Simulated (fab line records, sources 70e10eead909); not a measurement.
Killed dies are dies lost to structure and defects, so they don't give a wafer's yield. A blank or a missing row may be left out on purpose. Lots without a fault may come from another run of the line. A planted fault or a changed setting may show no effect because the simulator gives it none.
Problem report in the 8D (eight disciplines) form, filled by code | flow nand_harc | the parts of the form that need people (team, actions taken, sign-off) are left out

1. THE PROBLEM
run_length_s at NHARC_A_WL_FILL_ETCHBACK_26 reads a mean of 28.4 s on 3 wafers of 2 lots; wafers without a fault read 34.3 s with a standard deviation of 0.37. That is -16 standard deviations from the usual mean.
The step: etches the open film in HBr, target depth 52 nm, time 13.3 s.
First seen on wafer L494.1, day 28 05:02, on rie_si-03. The record holds 42 wafers of 14 lots with a number at this step. Rule for "out", or "out of limits": more than 4 standard deviations from the usual mean. The other wafers with a number count as sound.

2. WHAT IT IS AND WHAT IT IS NOT
question                    | is                     | is not
which readings at this step | run_length_s           | drypump_motor_current_A, oes_product_au, throttle_valve_pct
which lots                  | L493, L494             | L477, L478, L479, L480, L481, L482, L483, L484, L485, L486, L499, L500
which wafers of those lots  | L493.4, L493.5, L494.1 | L493.6, L494.3, L494.5
read on which tools         | rie_si-03              | rie_si-02, rie_si-05
when                        | from day 28 05:02      | up to then (32 sound wafers); but 7 sound wafers of L493, L499, L500 came after

3. SUSPECTS, AND WHAT RULES EACH OUT
Counting: a tool at a process step up to the reading stays a suspect if it ran every lot that is out. Sound lots after the first of them don't rule it out here, since some wafers of a struck lot are sound.
- rie_si-03 at NHARC_A_WL_FILL_ETCHBACK_26 (etches the open film in HBr, target depth 52 nm, time 13.3 s): kept. It ran every lot that is out, first L494 (day 28 05:02); its last sound lot up to then is L481 (day 23 02:19). Its own readings are out on those wafers: run_length_s.
- Within rie_si-03 at NHARC_A_WL_FILL_ETCHBACK_26: the wafers that are out ran in chamber 0; their sound lot-mates ran in chamber 3.
Left after counting: rie_si-03 at NHARC_A_WL_FILL_ETCHBACK_26.

4. THE CAUSE (what the simulator had put in)
Process parameter drift: rie_si-03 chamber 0, from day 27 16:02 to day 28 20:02, at NHARC_A_WL_FILL_ETCHBACK_26. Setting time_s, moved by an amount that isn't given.
Counting left only this tool.

5. THE CHAIN OF EFFECTS, in route order
Each row: a reading whose mean over the struck wafers that have a number lies more than 3 standard deviations from the usual. Only readings for which the record gives a usual standard deviation are gone through. hours: the time from each lot's start at the first step in this table that gives one to its start at this step, as a median over the lots. sigmas: the change in usual standard deviations.
hours | step                        | reading      | usual  | on struck wafers | change | sigmas
0     | NHARC_A_WL_FILL_ETCHBACK_26 | run_length_s | 34.3 s | 28.4             | -5.9   | -16
The process steps in it:
- NHARC_A_WL_FILL_ETCHBACK_26: etches the open film in HBr, target depth 52 nm, time 13.3 s.
Readings that are blank on the struck wafers while sound wafers have them: rf_fwd_power_W at NHARC_A_WL_FILL_ETCHBACK_26.

6. WHAT WOULD HAVE CAUGHT IT SOONER
In this record the first reading out of limits was taken at day 28 05:02, 13 hours after the fault began at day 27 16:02.
